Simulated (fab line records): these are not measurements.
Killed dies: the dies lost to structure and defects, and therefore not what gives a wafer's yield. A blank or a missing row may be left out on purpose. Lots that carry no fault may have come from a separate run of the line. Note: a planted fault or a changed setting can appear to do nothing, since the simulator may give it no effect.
Matching of chambers	flow n5 finfet	N5_BEOL_M10_DEP_56 on pecvd-02: 3 sister chambers
The step deposits SiCN from 3MS/NH3, target thk 15 nm, time 26.5 s. 24 wafers are shown with their chamber, then 12 later ones without.

== WAFERS WITH THEIR CHAMBER ==
wafer	chamber	throttle valve pct (%)	showerhead plenum p Torr (Torr)
L074.1	0	9.0	3.680
L074.2	2	8.0	3.666
L074.5	1	9.4	3.677
L076.1	1	9.4	3.661
L076.2	0	9.1	3.683
L076.4	0	8.9	3.682
L080.4	2	8.0	3.664
L080.5	0	8.9	3.678
L080.6	1	9.6	3.668
L079.1	1	9.3	3.667
L079.4	2	8.1	3.668
L079.6	0	9.0	3.682
L082.1	1	9.2	3.671
L082.2	0	8.9	3.684
L082.6	0	9.3	3.681
L085.1	0	8.9	3.677
L085.5	0	8.9	3.683
L085.6	1	9.2	3.668
L086.1	0	8.9	3.684
L086.2	2	8.2	3.667
L086.4	1	9.4	3.674
L089.1	0	9.2	3.688
L089.3	2	8.0	3.666
L089.4	2	8.1	3.656

SIGNATURES (means of the wafers above)
reading	chamber 0	chamber 1	chamber 2	scatter within a chamber
throttle valve pct	9.000	9.357	8.067	0.129
showerhead plenum p Torr	3.68200	3.66943	3.66450	0.00408
Rule: distance of a wafer from a chamber = root of the sum over the readings of ((wafer's reading minus chamber's mean) / reading's scatter) squared. If the next closest chamber is less than 2 further off than the closest, the wafer can't be placed; otherwise it belongs to the closest. The scatter is the square root of a quotient: the sum, over the shown wafers, of each reading's squared deviation from its chamber's mean, divided by wafers minus chambers.

== WAFERS WITHOUT THEIR CHAMBER ==
wafer	throttle valve pct (%)	showerhead plenum p Torr (Torr)
L090.3	9.4	3.672
L090.5	9.7	3.674
L090.6	8.9	3.685
L093.1	7.8	3.673
L093.4	9.2	3.679
L093.6	8.0	3.668
L094.1	8.9	3.681
L094.2	9.5	3.662
L094.6	9.2	3.673
L095.3	8.8	3.687
L095.5	9.0	3.688
L095.6	9.3	3.669

== EACH ONE'S CHAMBER ==
wafer	from the rows above	in truth
L090.3	1	1
L090.5	1	1
L090.6	0	0
L093.1	2	2
L093.4	can't be placed: 0 or 1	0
L093.6	2	2
L094.1	0	0
L094.2	1	1
L094.6	can't be placed: 1 or 0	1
L095.3	0	0
L095.5	0	0
L095.6	1	1
Correct placement for 10 of the 12. Not placeable from these rows: 2 (in 2, the candidates include the true chamber). Number placed wrongly: 0.
